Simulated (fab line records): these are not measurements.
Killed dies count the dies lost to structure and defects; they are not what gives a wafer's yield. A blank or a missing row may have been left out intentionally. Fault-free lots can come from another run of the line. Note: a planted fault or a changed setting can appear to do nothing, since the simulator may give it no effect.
Chamber matching / flow n5-finfet / N5_HKMG_FIN_ETCH_86 on rie-diel-03: 4 sister chambers
The step etches SOC in N2/H2, stops on TiN, target depth 393.2 nm. 4 wafers are shown with their chamber, then 11 later ones without.

EACH WAFER AND ITS CHAMBER
wafer=L084.3; chamber=0; drypump-motor-current-A (A)=6.1
wafer=L089.2; chamber=3; drypump-motor-current-A (A)=5.6
wafer=L089.5; chamber=1; drypump-motor-current-A (A)=5.3
wafer=L093.2; chamber=2; drypump-motor-current-A (A)=6.3

WAFERS WITH NO CHAMBER GIVEN
wafer=L093.5; drypump-motor-current-A (A)=5.6
wafer=L093.6; drypump-motor-current-A (A)=6.1
wafer=L094.3; drypump-motor-current-A (A)=5.3
wafer=L094.4; drypump-motor-current-A (A)=5.6
wafer=L094.5; drypump-motor-current-A (A)=6.1
wafer=L096.1; drypump-motor-current-A (A)=5.3
wafer=L096.2; drypump-motor-current-A (A)=6.2
wafer=L096.5; drypump-motor-current-A (A)=6.2
wafer=L097.1; drypump-motor-current-A (A)=6.1
wafer=L097.2; drypump-motor-current-A (A)=6.2
wafer=L097.5; drypump-motor-current-A (A)=5.3

THE CHAMBER EACH PASSED THROUGH
wafer=L093.5; from the rows above=3; in truth=3
wafer=L093.6; from the rows above=0; in truth=0
wafer=L094.3; from the rows above=1; in truth=1
wafer=L094.4; from the rows above=3; in truth=3
wafer=L094.5; from the rows above=0; in truth=0
wafer=L096.1; from the rows above=1; in truth=1
wafer=L096.2; from the rows above=can't be placed: 2 or 0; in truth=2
wafer=L096.5; from the rows above=can't be placed: 2 or 0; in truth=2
wafer=L097.1; from the rows above=0; in truth=0
wafer=L097.2; from the rows above=can't be placed: 2 or 0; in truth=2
wafer=L097.5; from the rows above=1; in truth=1
Placed correctly: 8 of 11. Unplaceable from these rows: 3, with the true chamber sitting among the candidates in 3. 0 placed wrongly.
How it was worked out, from the rows above alone: a wafer's distance from a chamber is the root of the sum, over the readings, of the square of ((its reading less the chamber's mean) divided by the reading's scatter). The wafer belongs to the nearest chamber; if the next one is less than 2 further off, it can't be placed. The mean given for a chamber averages the wafers shown for that chamber. The scatter (one wafer shown for each chamber): square how far every hidden wafer sits from the nearest shown wafer, average those squares and take the square root.
